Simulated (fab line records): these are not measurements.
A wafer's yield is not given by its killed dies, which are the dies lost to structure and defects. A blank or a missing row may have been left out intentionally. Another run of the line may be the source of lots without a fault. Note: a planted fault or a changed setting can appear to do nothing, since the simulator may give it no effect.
Code-filled problem report in 8D (eight disciplines) form | flow nandHarc | the parts of the form that need people (team, actions taken, sign-off) are left out

== 1. PROBLEM STATEMENT ==
At NHARC_A_CHANNEL_HOLE_D2_INSPECT_40, rawDefectCount averages 943 over 6 wafers from 2 lots, while fault-free wafers read 298, standard deviation 77. Relative to the usual mean, that is a shift of +8.4 standard deviations.
The first sign was on wafer L541.1 at day 15 03:49, on defectInspect-01. At this step, 36 wafers from 12 lots have a number in the record. Rule for "out" (also "out of limits"): further than 4 standard deviations from the usual mean. The rest of the wafers with a number are treated as sound.

== 2. WHAT IT IS, AND WHAT IT ISN'T ==
question                    | is                     | is not
which readings at this step | rawDefectCount         | -
which lots                  | L541, L542             | L537, L538, L539, L549, L553, L554, L555, L556, L557, L558
which wafers of those lots  | all that have a number | -
read on which gauges        | defectInspect-01       | defectInspect-02
when                        | from day 15 03:49      | up to then (9 sound wafers); but 21 sound wafers of L549, L553, L554, L555, L556, L557, L558 came after

== 3. SUSPECTS, AND WHAT RULES EACH OUT ==
Counting: a tool at any process step up to the reading remains a suspect when it ran all the lots that are out and ran no sound lot after the first of those.
- the gauge at NHARC_A_CHANNEL_HOLE_D2_INSPECT_40: kept. All the wafers that are out were read on defectInspect-01, and no step on other tools shows them out.
- harEtch-01 at NHARC_A_CHANNEL_HOLE_D2_ETCH_19 (etches the open film in C4F8/O2/Ar, time 34.5 s): ruled out as a lasting fault. Following L541 (day 14 22:06), the first lot on it that is out, the sound lots L549, L554, L555, L558, L557 were run on it.
- harEtch-01 at NHARC_A_CHANNEL_HOLE_D2_ETCH_25 (etches the open film in C4F8/O2/Ar, time 1040.2 s, target depth 1500 nm): ruled out as a lasting fault. Following L541 (day 15 00:59), the first lot on it that is out, the sound lots L549, L554, L555, L558, L557 were run on it.
Left after counting: defectInspect-01 at NHARC_A_CHANNEL_HOLE_D2_INSPECT_40.

== 4. THE CAUSE (what the simulator had put in) ==
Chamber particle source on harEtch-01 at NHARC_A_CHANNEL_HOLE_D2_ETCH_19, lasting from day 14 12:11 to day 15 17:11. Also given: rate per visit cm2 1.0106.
Counting ruled it out, wrongly: the rule takes a fault to strike every lot that its tool runs from its start on, and this one did not.

== 5. THE EFFECT CHAIN, in route order ==
Rows list readings where the struck wafers' mean (over those with a number) sits beyond 3 standard deviations from the usual. Only readings whose record carries a usual standard deviation are examined. hours: median over the lots of the time between each lot's start at the first step of this table that gives one and its start at this step. sigmas: the change, counted in usual standard deviations.
hours | step                               | reading        | usual | on struck wafers | change | sigmas
0     | NHARC_A_CHANNEL_HOLE_D2_INSPECT_40 | rawDefectCount | 298   | 943              | +645   | +8.4
256   | NHARC_END_SORT_01                  | killedAtArray  | 62    | 120              | +58    | +3.6
256   | NHARC_END_SORT_01                  | killedDies     | 67    | 123              | +56    | +3.5

== 6. HOW IT WOULD HAVE BEEN CAUGHT EARLIER ==
The first out-of-limits reading at a measuring or inspecting step in this record came at day 15 03:49, 16 hours after the fault's start at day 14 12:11.
No tool reading at NHARC_A_CHANNEL_HOLE_D2_ETCH_19 that has a usual standard deviation in the record was out on any struck wafer, so an alarm limit of 4 standard deviations on those readings would not have fired.
